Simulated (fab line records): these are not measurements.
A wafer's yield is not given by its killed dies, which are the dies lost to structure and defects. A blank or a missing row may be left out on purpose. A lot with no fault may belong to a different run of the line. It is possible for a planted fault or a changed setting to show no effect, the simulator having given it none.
Chamber matching / flow n5Finfet / 3 sister chambers for N5_BEOL_M5_CURE_80 on uvCure-01
The step cures SiCOH lowk, time 120 s. 3 wafers are shown with their chamber, then 12 later ones without.

WAFERS, EACH WITH ITS CHAMBER
wafer=L075.6; chamber=0; lampPowerPct (%)=52.29
wafer=L091.6; chamber=1; lampPowerPct (%)=52.34
wafer=L093.5; chamber=2; lampPowerPct (%)=52.22

WAFERS MISSING THEIR CHAMBER
wafer=L095.1; lampPowerPct (%)=52.28
wafer=L095.3; lampPowerPct (%)=52.22
wafer=L095.5; lampPowerPct (%)=52.30
wafer=L095.2; lampPowerPct (%)=52.38
wafer=L095.4; lampPowerPct (%)=52.32
wafer=L095.6; lampPowerPct (%)=52.32
wafer=L097.1; lampPowerPct (%)=52.38
wafer=L097.2; lampPowerPct (%)=52.26
wafer=L097.4; lampPowerPct (%)=52.37
wafer=L097.3; lampPowerPct (%)=52.34
wafer=L097.5; lampPowerPct (%)=52.24
wafer=L097.6; lampPowerPct (%)=52.26

CHAMBER TAKEN BY EACH
wafer=L095.1; from the rows above=0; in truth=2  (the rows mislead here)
wafer=L095.3; from the rows above=2; in truth=2
wafer=L095.5; from the rows above=can't be placed: 0 or 1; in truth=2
wafer=L095.2; from the rows above=1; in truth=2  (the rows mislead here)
wafer=L095.4; from the rows above=can't be placed: 1 or 0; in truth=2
wafer=L095.6; from the rows above=can't be placed: 1 or 0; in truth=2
wafer=L097.1; from the rows above=1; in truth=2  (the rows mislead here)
wafer=L097.2; from the rows above=can't be placed: 0 or 2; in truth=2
wafer=L097.4; from the rows above=1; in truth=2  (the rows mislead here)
wafer=L097.3; from the rows above=1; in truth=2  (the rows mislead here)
wafer=L097.5; from the rows above=can't be placed: 2 or 0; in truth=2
wafer=L097.6; from the rows above=can't be placed: 0 or 2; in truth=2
Correctly placed: 1 of 12. Unplaceable from these rows: 6, with the true chamber sitting among the candidates in 3. Number placed wrongly: 5.
How it was worked out, from the rows above alone: a wafer's distance from a chamber is the root of the sum, over the readings, of the square of ((its reading less the chamber's mean) divided by the reading's scatter). The wafer belongs to the nearest chamber; if the next one is less than 2 further off, it can't be placed. The mean given for a chamber averages the wafers shown for that chamber. The scatter: root of mean squared gap, hidden wafer to nearest shown wafer, with one shown wafer a chamber.
